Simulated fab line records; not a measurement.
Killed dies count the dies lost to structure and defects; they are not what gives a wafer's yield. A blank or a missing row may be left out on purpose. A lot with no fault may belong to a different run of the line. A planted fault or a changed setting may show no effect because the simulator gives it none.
fab line records ; flow n5_finfet
[record] lots = 7; wafers = 21
route steps=1938 shown BEOL_M9@1401 BEOL_M11@1536 BEOL_M12@1605
start_h: start of the lot's first displayed wafer, in hours after the record's first day ; wait_h: hours since the lot's step before ; " the same as in the row above ; L1.1+2: one row covering several wafers at once ; - no value, or no start was given ; * or withheld: withheld ; < > ~ a bound
route shown NAME@n: a module of which the file shows steps, and the number in the route of the first ; usual: the fault-free wafers' mean and standard deviation ; same: alike in all rows ; chamber/n: place in a boat ; sites: readings site by site ; _std_site: standard deviation of those values ; _edge_site: outer sites' mean less inner sites' ; radius_mm: how far each site lies from the wafer's centre ; mask NAME#n: copy n ; behind: tool/chamber where the wafer was last shaped ; hold: what put the lot on hold/how long, in hours/how the hold closed ; device: which transistor (n, p or np) failed to switch ; end of line: the same wafers' tests at the end of the route ; step lacking rows: just its recipe ; killed: the dies lost at the first sort to structure and to defects; this is not the yield of the wafer ; map: per-die view of a wafer (x killed, . not killed, _ where there is no die)
set.NAME: the setting the step ran with; set.NAME@STEP: the setting that earlier step ran with ; model.NAME: the simulator's own value behind a step, which no gauge read
lots run with intentionally changed settings; tables by step, rows by wafer
[[steps]]
[step N5_BEOL_M9_ILD_DEP_00]
[recipe] material = SiCOH_lowk; target_thk_a = 3085.1; temp_c = 300; precursor = DEMS/porogen; pressure_torr = 5; rf_w = 500; time_s = 58
lot.wafer;tool;chamber;start_h;wait_h;set.time_s;model.SiCOH_lowk_of_BEOL_M9_ILD_DEP_00.thk_nm
L078.2;pecvd-02;1;218.89;0.0;65.76;339.8
L078.3;pecvd-02;0;218.89;0.0;58;303.6
L078.4;pecvd-02;2;218.89;0.0;65.76;345.6
L079.3;pecvd-01;1;230.16;0.0;58;306.8
L079.4;pecvd-01;0;230.16;0.0;58;312.2
L079.6;pecvd-01;1;230.16;0.0;58;312.4
L085.2;pecvd-01;1;265.67;0.0;62.08;329
L085.3;pecvd-01;2;265.67;0.0;58;306.4
L085.6;pecvd-01;1;265.67;0.0;58;314
L089.1;pecvd-02;1;287.70;0.0;58;303.6
L089.3;pecvd-02;2;287.70;0.0;51.14;268.2
L089.5;pecvd-02;2;287.70;0.0;51.14;273.2
L090.3;pecvd-01;2;290.00;0.0;58;306.4
L090.5;pecvd-01;1;290.00;0.0;60.58;328
L090.6;pecvd-01;0;290.00;0.0;58;310.6
L088.2+3;pecvd-01;0,2;290.34;0.0;58;305.4
L088.5;pecvd-01;2;290.34;0.0;58;309
L093.2;pecvd-03;0;317.89;0.0;58;309.6
L093.3;pecvd-03;2;317.89;0.0;58;312
L093.5;pecvd-03;2;317.89;0.0;58;312.4
[step N5_BEOL_M9_CURE_71]
[recipe] temp_c = 385; time_s = 240; ambient = He/Ar; material = SiCOH_lowk
lot.wafer;tool;chamber;start_h;wait_h;set.time_s@BEOL_M9_ILD_DEP_00;model.SiCOH_lowk_of_BEOL_M9_ILD_DEP_00.thk_nm
L078.2;uv_cure-03;0;219.06;0.1;65.76;295.8
L078.3;uv_cure-03;0;219.06;0.1;58;263.6
L078.4;uv_cure-03;0;219.06;0.1;65.76;300.8
L079.3;uv_cure-03;2;230.39;0.2;58;266.6
L079.4;uv_cure-03;2;230.39;0.2;58;271.2
L079.6;uv_cure-03;2;230.39;0.2;58;271.4
L085.2;uv_cure-01;1;265.83;0.1;62.08;286.2
L085.3;uv_cure-01;1;265.83;0.1;58;266.2
L085.6;uv_cure-01;1;265.83;0.1;58;272.8
L089.1;uv_cure-01;0;287.78;0.0;58;263.6
L089.3;uv_cure-01;0;287.78;0.0;51.14;232.4
L089.5;uv_cure-01;0;287.78;0.0;51.14;236.8
L090.3;uv_cure-03;2;290.24;0.2;58;266.2
L090.5;uv_cure-03;2;290.24;0.2;60.58;285.2
L090.6;uv_cure-03;2;290.24;0.2;58;269.8
L088.2;uv_cure-03;1;290.64;0.3;58;265.2
L088.3;uv_cure-03;1;290.64;0.3;58;265.4
L088.5;uv_cure-03;1;290.64;0.3;58;268.4
L093.2;uv_cure-03;2;318.05;0.1;58;269
L093.3;uv_cure-03;2;318.05;0.1;58;271.2
L093.5;uv_cure-03;2;318.05;0.1;58;271.4
[step N5_BEOL_M9_THK_MEAS_01]
[recipe] reads = SiCOH_lowk_of_BEOL_M9_ILD_DEP_00
[usual] M9_ILD_THK = 268/3.6
lot.wafer;tool;chamber;start_h;wait_h;set.time_s@BEOL_M9_ILD_DEP_00;M9_ILD_THK[nm]
L078.2;film_metro-01;-;219.50;0.4;65.76;296
L078.3;film_metro-01;-;219.50;0.4;58;263
L078.4;film_metro-01;-;219.50;0.4;65.76;301
L079.3;film_metro-01;-;230.75;0.3;58;267
L079.4;film_metro-01;-;230.75;0.3;58;271
L079.6;film_metro-01;-;230.75;0.3;58;272
L085.2;film_metro-02;-;266.26;0.4;62.08;286
L085.3;film_metro-02;-;266.26;0.4;58;266
L085.6;film_metro-02;-;266.26;0.4;58;273
L089.1;film_metro-01;-;288.29;0.4;58;264
L089.3;film_metro-01;-;288.29;0.4;51.14;233
L089.5;film_metro-01;-;288.29;0.4;51.14;237
L090.3;film_metro-01;-;290.59;0.3;58;266
L090.5;film_metro-01;-;290.59;0.3;60.58;285
L090.6;film_metro-01;-;290.59;0.3;58;270
L088.2;film_metro-01;-;291.07;0.4;58;265
L088.3;film_metro-01;-;291.07;0.4;58;265
L088.5;film_metro-01;-;291.07;0.4;58;268
L093.2;film_metro-02;-;318.48;0.4;58;269
L093.3;film_metro-02;-;318.48;0.4;58;271
L093.5;film_metro-02;-;318.48;0.4;58;271
[step N5_BEOL_M9_HM_DEP_02]
[recipe] material = TiN; target_thk_a = 200; temp_c = 25; chamber_pressure_pa = 0.49996
lot.wafer;tool;chamber;start_h;wait_h;set.target_thk_a;model.TiN_of_BEOL_M9_HM_DEP_02.thk_nm
L078.2;pvd_sputter-02;-;220.73;1.2;176.1;17.6
L078.3;pvd_sputter-02;-;220.73;1.2;200;20
L078.4;pvd_sputter-02;-;220.73;1.2;200;19.8
L079.3;pvd_sputter-02;-;230.86;0.1;200;20.2
L079.4;pvd_sputter-02;-;230.86;0.1;200;20.4
L079.6;pvd_sputter-02;-;230.86;0.1;177.4;18.2
L085.2+3;pvd_sputter-01;-;267.77;1.5;200;20
L085.6;pvd_sputter-01;-;267.77;1.5;200;20.2
L089.1;pvd_sputter-01;-;288.87;0.5;213;21.6
L089.3;pvd_sputter-01;-;288.87;0.5;200;20.4
L089.5;pvd_sputter-01;-;288.87;0.5;213;21.8
L090.3;pvd_sputter-01;-;291.25;0.6;179.2;18.2
L090.5;pvd_sputter-01;-;291.25;0.6;200;20.4
L090.6;pvd_sputter-01;-;291.25;0.6;200;20.2
L088.2+5;pvd_sputter-03;-;293.27;2.1;190;18.8
L088.3;pvd_sputter-03;-;293.27;2.1;200;20
L093.2;pvd_sputter-02;-;321.80;3.3;200;19.8
L093.3;pvd_sputter-02;-;321.80;3.3;200;20
L093.5;pvd_sputter-02;-;321.80;3.3;200;19.6
[step N5_BEOL_M9_COAT_59]
[recipe] resist = SOC; temp_c = 250; time_s = 60; spin_rpm = 1500; resist_thk_nm = 100
[step N5_BEOL_M9_COAT_60]
[recipe] resist = SiARC; temp_c = 220; time_s = 60; spin_rpm = 1500; resist_thk_nm = 30
[step N5_BEOL_M9_STRIP_68]
[recipe] chemistry = N2/H2; temp_c = 40; n2_flow_sccm = 200; h2_flow_sccm = 200; rf_frequency_hz = 6e+07
[step N5_BEOL_M9_STRIP_67]
[recipe] chemistry = CF4; resist = SiARC; power_w = 300; bias_power_w = 75; pressure_mtorr = 50; cf4_flow_sccm = 150; rf_frequency_hz = 6e+07
[step N5_BEOL_M9_HM_OPEN_17]
[recipe] chemistry = Cl2/BCl3; target_depth_a = 200; overetch_a = 60; target = TiN; mask_material = SOC; ion_energy_ev = 150; pressure_mtorr = 10; icp_w = 1000; bias_w = 126; Cl2_flow_sccm = 53.25; bcl3_flow_sccm = 21.75; Ar_flow_sccm = 25
lot.wafer;tool;chamber;start_h;wait_h;set.target_thk_a@BEOL_M9_HM_DEP_02;model.etch.depth_nm
L078.2;rie_metal-03;0;221.46;0.0;176.1;17.63
L078.3;rie_metal-03;1;221.46;0.0;200;20.08
L078.4;rie_metal-03;0;221.46;0.0;200;19.86
L079.3;rie_metal-01;0;231.77;0.1;200;20.25
L079.4;rie_metal-01;1;231.77;0.1;200;20.35
L079.6;rie_metal-01;0;231.77;0.1;177.4;18.12
L085.2;rie_metal-01;1;268.50;0.0;200;20.09
L085.3;rie_metal-01;0;268.50;0.0;200;20.07
L085.6;rie_metal-01;0;268.50;0.0;200;20.28
L089.1;rie_metal-03;0;289.60;0.0;213;21.64
L089.3;rie_metal-03;1;289.60;0.0;200;20.35
L089.5;rie_metal-03;0;289.60;0.0;213;21.73
L090.3;rie_metal-03;0;292.01;0.1;179.2;18.22
L090.5;rie_metal-03;1;292.01;0.1;200;20.33
L090.6;rie_metal-03;0;292.01;0.1;200;20.2
L088.2;rie_metal-02;1;294.16;0.0;190;18.87
L088.3;rie_metal-02;1;294.16;0.0;200;19.9
L088.5;rie_metal-02;1;294.16;0.0;190;18.82
L093.2;rie_metal-01;0;322.53;0.0;200;19.88
L093.3;rie_metal-01;1;322.53;0.0;200;19.95
L093.5;rie_metal-01;0;322.53;0.0;200;19.66
[step N5_BEOL_M9_TRENCH_ETCH_37]
[recipe] chemistry = C4F6/O2; target_depth_a = 1514.3; target = SiCOH_lowk; time_s = 49; ion_energy_ev = 250; pressure_mtorr = 30; source_w = 345; bias_w = 185; Ar_flow_sccm = 300; C4F6_flow_sccm = 10; O2_flow_sccm = 10
lot.wafer;tool;chamber;start_h;wait_h;set.time_s;set.target_thk_a@BEOL_M9_HM_DEP_02;model.BEOL_M9.feature_depth_nm;model.etch.depth_nm;model.TiN_of_BEOL_M9_HM_DEP_02.thk_nm
L078.2;rie_diel-02;2;-;-;43.06;176.1;130.6;130.6;14
L078.3;rie_diel-02;1;-;-;49;200;149.2;149.2;16
L078.4;rie_diel-02;3;-;-;49;200;154.2;154.2;15.6
L079.3;rie_diel-02;0;-;-;59.55;200;185;184.9;15.2
L079.4;rie_diel-02;2;-;-;59.55;200;182.8;182.9;15.2
L079.6;rie_diel-02;0;-;-;49;177.4;151;151;14
L085.2;rie_diel-06;1;-;-;49;200;155.4;155.5;15.8
L085.3;rie_diel-06;2;-;-;49;200;151.8;151.9;15.8
L085.6;rie_diel-06;3;-;-;49;200;150.4;150.5;16.2
L089.1;rie_diel-02;1;-;-;53.1;213;162.4;162.3;17.2
L089.3;rie_diel-02;0;-;-;53.1;200;164.6;164.6;15.8
L089.5;rie_diel-02;0;-;-;53.1;213;163;163.1;17.2
L090.3;rie_diel-02;1;-;-;49;179.2;151.4;151.4;14
L090.5;rie_diel-02;1;-;-;49;200;151.2;151.2;16.2
L090.6;rie_diel-02;0;-;-;49;200;151.8;151.8;16
L088.2;rie_diel-06;3;-;-;52.27;190;159.2;159.3;14.4
L088.3;rie_diel-06;1;-;-;49;200;153.2;153.3;15.6
L088.5;rie_diel-06;0;-;-;49;190;152.8;152.8;14.6
L093.2;rie_diel-03;3;-;-;49;200;150.6;150.6;15.6
L093.3;rie_diel-03;0;-;-;49;200;151.2;151.2;15.8
L093.5;rie_diel-03;3;-;-;49;200;150.2;150.2;15.4
[step N5_BEOL_M9_ETCH_41]
[recipe] chemistry = CH3F/O2; target = SiCN; target_depth_a = 366; taper_deg = 2; time_s = 70.1; ion_energy_ev = 120; mask_material = TiN; pressure_mtorr = 30; source_w = 395; bias_w = 75; Ar_flow_sccm = 150; CH3F_flow_sccm = 30; O2_flow_sccm = 20
[step N5_BEOL_M9_STRIP_80]
[recipe] chemistry = N2/H2; time_s = 10; power_w = 450; temp_c = 40; pressure_mtorr = 20; rf_frequency_hz = 6e+07; bias_power_w = 7; n2_flow_sccm = 200; h2_flow_sccm = 200
[step N5_BEOL_M9_OCD_MEAS_38]
[usual] trench_depth_nm = 151.6/2.7
lot.wafer;tool;chamber;start_h;wait_h;set.time_s@BEOL_M9_TRENCH_ETCH_37;trench_depth_nm
L078.2;ocd-01;-;222.66;-;43.06;130.4
L078.3;ocd-01;-;222.66;-;49;149.7
L078.4;ocd-01;-;222.66;-;49;153.4
L079.3;ocd-01;-;234.66;-;59.55;185.4
L079.4;ocd-01;-;234.66;-;59.55;183.0
L079.6;ocd-01;-;234.66;-;49;151.1
L085.2;ocd-01;-;270.90;-;49;155.9
L085.3;ocd-01;-;270.90;-;49;151.6
L085.6;ocd-01;-;270.90;-;49;150.5
L089.1;ocd-01;-;290.84;-;53.1;162.1
L089.3;ocd-01;-;290.84;-;53.1;164.7
L089.5;ocd-01;-;290.84;-;53.1;163.6
L090.3;ocd-02;-;293.04;-;49;151.7
L090.5;ocd-02;-;293.04;-;49;151.4
L090.6;ocd-02;-;293.04;-;49;151.8
L088.2;ocd-01;-;296.65;-;52.27;159.3
L088.3;ocd-01;-;296.65;-;49;153.0
L088.5;ocd-01;-;296.65;-;49;152.9
L093.2;ocd-01;-;323.96;-;49;150.4
L093.3;ocd-01;-;323.96;-;49;150.9
L093.5;ocd-01;-;323.96;-;49;150.2
[step N5_BEOL_M9_HM_STRIP_39]
[recipe] chemistry = peroxide_tin_strip; material = TiN; target_depth_a = 250; temp_c = 50; time_s = 158
[step N5_BEOL_M9_SRD_40]
[recipe] time_s = 30; temp_c = 23; rinse_liquid = diw; dry = ipa_marangoni
[step N5_BEOL_M9_ECD_50]
[recipe] material = Cu; target_thk_a = 3180
[step N5_BEOL_M9_ANNEAL_51]
[recipe] temp_c = 225; time_s = 90; ambient = N2
[step N5_BEOL_M9_CMP_52]
[recipe] stop_on = SiCOH_lowk; t_overpolish_s = 7; down_force_psi = 1; platen_rpm = 50; clearing_platen_down_force_psi = 1.5; clearing_platen_rpm = 50; post_cmp_clean = cu_alkaline; target_thk_nm = 140; clearing_platen_pad_velocity_m_s = 0.99484; pad_velocity_m_s = 0.99484
lot.wafer;tool;chamber;start_h;wait_h;set.time_s@BEOL_M9_TRENCH_ETCH_37;model.Cu_of_BEOL_M9_ECD_50.thk_nm
L078.2;cmp-02;1;224.96;0.2;43.06;119.4
L078.4;cmp-02;2;224.96;0.2;49;144.2
L078.3;cmp-02;3;224.96;0.2;49;139
L079.3;cmp-03;0;238.09;0.2;59.55;174.8
L079.4;cmp-03;2;238.09;0.2;59.55;172.8
L079.6;cmp-03;1;238.09;0.2;49;141
L085.3;cmp-02;0;274.24;0.2;49;140.4
L085.2;cmp-02;2;274.24;0.2;49;145.4
L085.6;cmp-02;1;274.24;0.2;49;138.8
L089.3;cmp-03;2;293.95;0.2;53.1;153.6
L089.1;cmp-03;1;293.95;0.2;53.1;153.2
L089.5;cmp-03;2;293.95;0.2;53.1;152.6
L090.3;cmp-03;1;294.94;0.2;49;139.4
L090.6+5;cmp-03;1,2;294.94;0.2;49;140.8
L088.2;cmp-02;3;298.65;0.2;52.27;147.2
L088.3;cmp-02;0;298.65;0.2;49;142.4
L088.5;cmp-02;3;298.65;0.2;49;141
L093.2;cmp-03;0;326.30;0.4;49;139.6
L093.3;cmp-03;2;326.30;0.4;49;139.8
L093.5;cmp-03;0;326.30;0.4;49;139.4
[step N5_BEOL_M9_THK_MEAS_53]
[recipe] thk_meas_gauge = xrf; reads = Cu_of_BEOL_M9_ECD_50
[usual] M9_THK = 140/3.1
lot.wafer;tool;chamber;start_h;wait_h;set.time_s@BEOL_M9_TRENCH_ETCH_37;M9_THK[nm]
L078.2;film_metro-01;-;225.22;-;43.06;119
L078.3;film_metro-01;-;225.22;-;49;139
L078.4;film_metro-01;-;225.22;-;49;145
L079.3;film_metro-02;-;238.39;-;59.55;175
L079.4;film_metro-02;-;238.39;-;59.55;173
L079.6;film_metro-02;-;238.39;-;49;141
L085.2;film_metro-02;-;274.53;-;49;144
L085.3;film_metro-02;-;274.53;-;49;139
L085.6;film_metro-02;-;274.53;-;49;137
L089.1;film_metro-01;-;294.24;-;53.1;154
L089.3;film_metro-01;-;294.24;-;53.1;154
L089.5;film_metro-01;-;294.24;-;53.1;153
L090.3;film_metro-02;-;295.23;-;49;139
L090.5;film_metro-02;-;295.23;-;49;140
L090.6;film_metro-02;-;295.23;-;49;140
L088.2;film_metro-02;-;298.91;-;52.27;146
L088.3;film_metro-02;-;298.91;-;49;141
L088.5;film_metro-02;-;298.91;-;49;140
L093.2;film_metro-02;-;326.56;-;49;139
L093.3;film_metro-02;-;326.56;-;49;138
L093.5;film_metro-02;-;326.56;-;49;138
[step N5_BEOL_M11_ILD_DEP_00]
[recipe] material = SiCOH_lowk; target_thk_a = 3085.1; temp_c = 300; precursor = DEMS/porogen; pressure_torr = 5; rf_w = 500; time_s = 58
lot.wafer;tool;chamber;start_h;wait_h;set.time_s;model.SiCOH_lowk_of_BEOL_M11_ILD_DEP_00.thk_nm
L078.2;pecvd-04;1;232.26;0.0;58;303
L078.3;pecvd-04;0;232.26;0.0;58;299.4
L078.4;pecvd-04;2;232.26;0.0;58;303.4
L079.3;pecvd-03;2;245.97;0.0;58;298.6
L079.4;pecvd-03;0;245.97;0.0;64.47;339
L079.6;pecvd-03;1;245.97;0.0;64.47;340
L085.2;pecvd-04;2;281.71;0.0;58;305.6
L085.3;pecvd-04;1;281.71;0.0;58;309.6
L085.6;pecvd-04;0;281.71;0.0;60.64;330.8
L089.1;pecvd-01;0;302.17;0.0;58;313.2
L089.3;pecvd-01;2;302.17;0.0;58;310
L089.5;pecvd-01;0;302.17;0.0;66.44;360
L090.3;pecvd-01;0;302.78;0.0;65.77;342.8
L090.5;pecvd-01;2;302.78;0.0;65.77;352
L090.6;pecvd-01;0;302.78;0.0;58;314
L088.2;pecvd-04;1;308.00;0.0;58;309.2
L088.3;pecvd-04;0;308.00;0.0;58;306
L088.5;pecvd-04;0;308.00;0.0;58;313.2
L093.2;pecvd-01;2;334.14;0.0;58;311.8
L093.3;pecvd-01;1;334.14;0.0;58;308
L093.5;pecvd-01;1;334.14;0.0;58;315.4
[step N5_BEOL_M11_CURE_71]
[recipe] temp_c = 385; time_s = 240; ambient = He/Ar; material = SiCOH_lowk
lot.wafer;tool;chamber;start_h;wait_h;set.time_s@BEOL_M11_ILD_DEP_00;model.SiCOH_lowk_of_BEOL_M11_ILD_DEP_00.thk_nm
L078.2;uv_cure-02;2;232.42;0.1;58;263.2
L078.3;uv_cure-02;2;232.42;0.1;58;260
L078.4;uv_cure-02;2;232.42;0.1;58;263.4
L079.3;uv_cure-01;0;246.21;0.2;58;259.2
L079.4;uv_cure-01;0;246.21;0.2;64.47;295
L079.6;uv_cure-01;0;246.21;0.2;64.47;295.8
L085.2;uv_cure-03;2;281.87;0.1;58;265.4
L085.3;uv_cure-03;2;281.87;0.1;58;269
L085.6;uv_cure-03;2;281.87;0.1;60.64;287.6
L089.1;uv_cure-03;0;302.24;0.0;58;272.2
L089.3;uv_cure-03;0;302.24;0.0;58;269.2
L089.5;uv_cure-03;0;302.24;0.0;66.44;313.6
L090.3;uv_cure-03;2;303.02;0.2;65.77;298.4
L090.5;uv_cure-03;2;303.02;0.2;65.77;306.6
L090.6;uv_cure-03;2;303.02;0.2;58;272.8
L088.2;uv_cure-03;2;308.16;0.1;58;268.6
L088.3;uv_cure-03;2;308.16;0.1;58;265.8
L088.5;uv_cure-03;2;308.16;0.1;58;272
L093.2;uv_cure-02;1;334.30;0.1;58;271
L093.3;uv_cure-02;1;334.30;0.1;58;267.6
L093.5;uv_cure-02;1;334.30;0.1;58;274
[step N5_BEOL_M11_THK_MEAS_01]
[recipe] reads = SiCOH_lowk_of_BEOL_M11_ILD_DEP_00
[usual] M11_ILD_THK = 268/3.9
lot.wafer;tool;chamber;start_h;wait_h;set.time_s@BEOL_M11_ILD_DEP_00;M11_ILD_THK[nm]
L078.2;film_metro-02;-;232.85;0.4;58;263
L078.3;film_metro-02;-;232.85;0.4;58;260
L078.4;film_metro-02;-;232.85;0.4;58;264
L079.3;film_metro-02;-;246.56;0.3;58;259
L079.4;film_metro-02;-;246.56;0.3;64.47;295
L079.6;film_metro-02;-;246.56;0.3;64.47;296
L085.2;film_metro-01;-;282.30;0.4;58;266
L085.3;film_metro-01;-;282.30;0.4;58;269
L085.6;film_metro-01;-;282.30;0.4;60.64;287
L089.1;film_metro-02;-;302.76;0.4;58;272
L089.3;film_metro-02;-;302.76;0.4;58;269
L089.5;film_metro-02;-;302.76;0.4;66.44;314
L090.3;film_metro-01;-;303.38;0.3;65.77;299
L090.5;film_metro-01;-;303.38;0.3;65.77;306
L090.6;film_metro-01;-;303.38;0.3;58;273
L088.2;film_metro-02;-;308.60;0.4;58;269
L088.3;film_metro-02;-;308.60;0.4;58;266
L088.5;film_metro-02;-;308.60;0.4;58;272
L093.2;film_metro-01;-;334.73;0.4;58;271
L093.3;film_metro-01;-;334.73;0.4;58;267
L093.5;film_metro-01;-;334.73;0.4;58;274
[step N5_BEOL_M12_COAT_04]
[recipe] spin_rpm = 1625; resist_thk_nm = 400
lot.wafer;tool;chamber;start_h;wait_h;set.spin_rpm;model.coat_of_BEOL_M12_COAT_04.thk_nm
L078.2;litho_track-03;0;-;-;1788;382
L078.3;litho_track-03;0;-;-;1625;401.8
L078.4;litho_track-03;0;-;-;1625;401
L079.3+4;litho_track-01;0;-;-;1554;411.4
L079.6;litho_track-01;0;-;-;1625;401.8
L085.2;litho_track-05;0;-;-;1625;399.6
L085.3;litho_track-05;0;-;-;1672;393.8
L085.6;litho_track-05;0;-;-;1672;393.6
L089.1;litho_track-05;0;-;-;1691;390.8
L089.3;litho_track-05;0;-;-;1625;399
L089.5;litho_track-05;0;-;-;1625;399.4
L090.3;litho_track-01;0;-;-;1625;399.4
L090.5;litho_track-01;0;-;-;1625;400.4
L090.6;litho_track-01;0;-;-;1625;399.6
L088.2;litho_track-01;0;-;-;1762;386.2
L088.3;litho_track-01;0;-;-;1625;401.2
L088.5;litho_track-01;0;-;-;1625;400
L093.2;litho_track-01;0;-;-;1625;401.6
L093.3;litho_track-01;0;-;-;1625;402.4
L093.5;litho_track-01;0;-;-;1625;401.8
[step N5_BEOL_M12_EBR_06]
[recipe] solvent = PGMEA; ebr_width_mm = 1.5
[step N5_BEOL_M12_SOFTBAKE_05]
[recipe] temp_c = 130; time_s = 60
[step N5_BEOL_M12_DESCUM_15]
[recipe] chemistry = O2; time_s = 7.9; source_power_w = 50; bias_power_w = 20; pressure_mtorr = 20; rf_frequency_hz = 2.712e+07; temp_c = 40; o2_flow_sccm = 225
[step N5_BEOL_M12_ETCH_59]
[recipe] chemistry = N2/H2; target = BARC; target_depth_a = 890; overetch_a = 267; time_s = 67.9; ion_energy_ev = 200; pressure_mtorr = 30; source_w = 840; bias_w = 150; n2_flow_sccm = 200; h2_flow_sccm = 200
[step N5_BEOL_M12_VIA_ETCH_16]
[recipe] chemistry = C4F8/O2/Ar; target = SiOC; pressure_mtorr = 30; source_w = 3000; bias_w = 700; Ar_flow_sccm = 400; C4F8_flow_sccm = 15; O2_flow_sccm = 8; he_inner_torr = 15; he_outer_torr = 30; target_depth_a = 7248; time_s = withheld; ion_energy_ev = 250; ends = cleared
lot.wafer;tool;chamber;start_h;wait_h;set.spin_rpm@BEOL_M12_COAT_04;model.coat_of_BEOL_M12_COAT_04.thk_nm
L078.2;rie_diel-04;1;240.59;0.0;1788;105.8
L078.3;rie_diel-04;3;240.59;0.0;1625;123.4
L078.4;rie_diel-04;1;240.59;0.0;1625;121.6
L079.3;rie_diel-01;2;256.08;0.0;1554;136.2
L079.4;rie_diel-01;3;256.08;0.0;1554;133.4
L079.6;rie_diel-01;0;256.08;0.0;1625;123.4
L085.2;rie_diel-04;0;290.09;0.0;1625;122.6
L085.3;rie_diel-04;3;290.09;0.0;1672;122.4
L085.6;rie_diel-04;3;290.09;0.0;1672;118.4
L089.1;rie_diel-05;0;310.99;0.0;1691;118.4
L089.3;rie_diel-05;3;310.99;0.0;1625;121.8
L089.5;rie_diel-05;2;310.99;0.0;1625;123.2
L090.3+6;rie_diel-05;3;311.38;0.0;1625;124.8
L090.5;rie_diel-05;0;311.38;0.0;1625;125.2
L088.2;rie_diel-05;1;315.75;0.0;1762;113.2
L088.3;rie_diel-05;0;315.75;0.0;1625;128.4
L088.5;rie_diel-05;3;315.75;0.0;1625;124.6
L093.2;rie_diel-05;0;343.80;0.0;1625;129.4
L093.3;rie_diel-05;1;343.80;0.0;1625;123.4
L093.5;rie_diel-05;0;343.80;0.0;1625;122.6
[step N5_BEOL_M12_STRIP_63]
[recipe] chemistry = N2/H2; power_w = 1000; temp_c = 250; h2_frac = 0.65; overash_fraction = 0.3; pressure_mtorr = 1000; n2_flow_sccm = 1750; h2_flow_sccm = 3250
[usual] strip_time_to_endpoint_s = 42.8/0.72
lot.wafer;tool;chamber;start_h;wait_h;set.spin_rpm@BEOL_M12_COAT_04;strip_time_to_endpoint_s
L078.2;plasma_asher-02;1;240.79;-;1788;37.8
L078.3;plasma_asher-02;0;240.79;-;1625;42.6
L078.4;plasma_asher-02;1;240.79;-;1625;42.1
L079.3;plasma_asher-01;1;256.30;-;1554;46.0
L079.4;plasma_asher-01;0;256.30;-;1554;45.3
L079.6;plasma_asher-01;1;256.30;-;1625;42.6
L085.2;plasma_asher-02;0;290.29;-;1625;42.4
L085.3;plasma_asher-02;0;290.29;-;1672;42.3
L085.6;plasma_asher-02;0;290.29;-;1672;41.3
L089.1;plasma_asher-01;1;311.19;-;1691;41.3
L089.3;plasma_asher-01;0;311.19;-;1625;42.2
L089.5;plasma_asher-01;1;311.19;-;1625;42.5
L090.3;plasma_asher-01;0;311.60;-;1625;43.0
L090.5;plasma_asher-01;0;311.60;-;1625;43.0
L090.6;plasma_asher-01;1;311.60;-;1625;43.0
L088.2;plasma_asher-02;1;315.95;-;1762;39.8
L088.3;plasma_asher-02;0;315.95;-;1625;43.9
L088.5;plasma_asher-02;0;315.95;-;1625;42.9
L093.2;plasma_asher-01;1;344.22;-;1625;44.2
L093.3;plasma_asher-01;1;344.22;-;1625;42.6
L093.5;plasma_asher-01;1;344.22;-;1625;42.4
[[key]]
[split] step = N5_BEOL_M9_ILD_DEP_00; setting = time_s; stated = 58; by = wafer
[response] step = N5_BEOL_M9_ILD_DEP_00; reading = model.SiCOH_lowk_of_BEOL_M9_ILD_DEP_00.thk_nm; change = +2.91; per = 1%; r = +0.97
[response] step = N5_BEOL_M9_CURE_71; reading = model.SiCOH_lowk_of_BEOL_M9_ILD_DEP_00.thk_nm; change = +2.58; per = 1%; r = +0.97
[response] step = N5_BEOL_M9_THK_MEAS_01; reading = M9_ILD_THK; change = +2.59; per = 1%; r = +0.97
[split] step = N5_BEOL_M9_HM_DEP_02; setting = target_thk_a; stated = 200; by = wafer
[response] step = N5_BEOL_M9_HM_DEP_02; reading = model.TiN_of_BEOL_M9_HM_DEP_02.thk_nm; change = +0.196; per = 1%; r = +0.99
[response] step = N5_BEOL_M9_HM_OPEN_17; reading = model.etch.depth_nm; change = +0.197; per = 1%; r = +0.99
[response] step = N5_BEOL_M9_TRENCH_ETCH_37; reading = model.TiN_of_BEOL_M9_HM_DEP_02.thk_nm; change = +0.16; per = 1%; r = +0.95
[split] step = N5_BEOL_M9_TRENCH_ETCH_37; setting = time_s; stated = 49; by = wafer
[response] step = N5_BEOL_M9_TRENCH_ETCH_37; reading = model.BEOL_M9.feature_depth_nm; change = +1.54; per = 1%; r = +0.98
[response] step = N5_BEOL_M9_TRENCH_ETCH_37; reading = model.etch.depth_nm; change = +1.53; per = 1%; r = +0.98
[response] step = N5_BEOL_M9_OCD_MEAS_38; reading = trench_depth_nm; change = +1.55; per = 1%; r = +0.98
[response] step = N5_BEOL_M9_CMP_52; reading = model.Cu_of_BEOL_M9_ECD_50.thk_nm; change = +1.54; per = 1%; r = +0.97
[response] step = N5_BEOL_M9_THK_MEAS_53; reading = M9_THK; change = +1.57; per = 1%; r = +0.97
[split] step = N5_BEOL_M11_ILD_DEP_00; setting = time_s; stated = 58; by = wafer
[response] step = N5_BEOL_M11_ILD_DEP_00; reading = model.SiCOH_lowk_of_BEOL_M11_ILD_DEP_00.thk_nm; change = +3.19; per = 1%; r = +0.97
[response] step = N5_BEOL_M11_CURE_71; reading = model.SiCOH_lowk_of_BEOL_M11_ILD_DEP_00.thk_nm; change = +2.83; per = 1%; r = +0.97
[response] step = N5_BEOL_M11_THK_MEAS_01; reading = M11_ILD_THK; change = +2.82; per = 1%; r = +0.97
[split] step = N5_BEOL_M12_COAT_04; setting = spin_rpm; stated = 1625; by = wafer
[response] step = N5_BEOL_M12_COAT_04; reading = model.coat_of_BEOL_M12_COAT_04.thk_nm; change = -1.9; per = 1%; r = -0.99
[response] step = N5_BEOL_M12_VIA_ETCH_16; reading = model.coat_of_BEOL_M12_COAT_04.thk_nm; change = -1.63; per = 1%; r = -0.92
[response] step = N5_BEOL_M12_STRIP_63; reading = strip_time_to_endpoint_s; change = *; per = 1%; r = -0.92
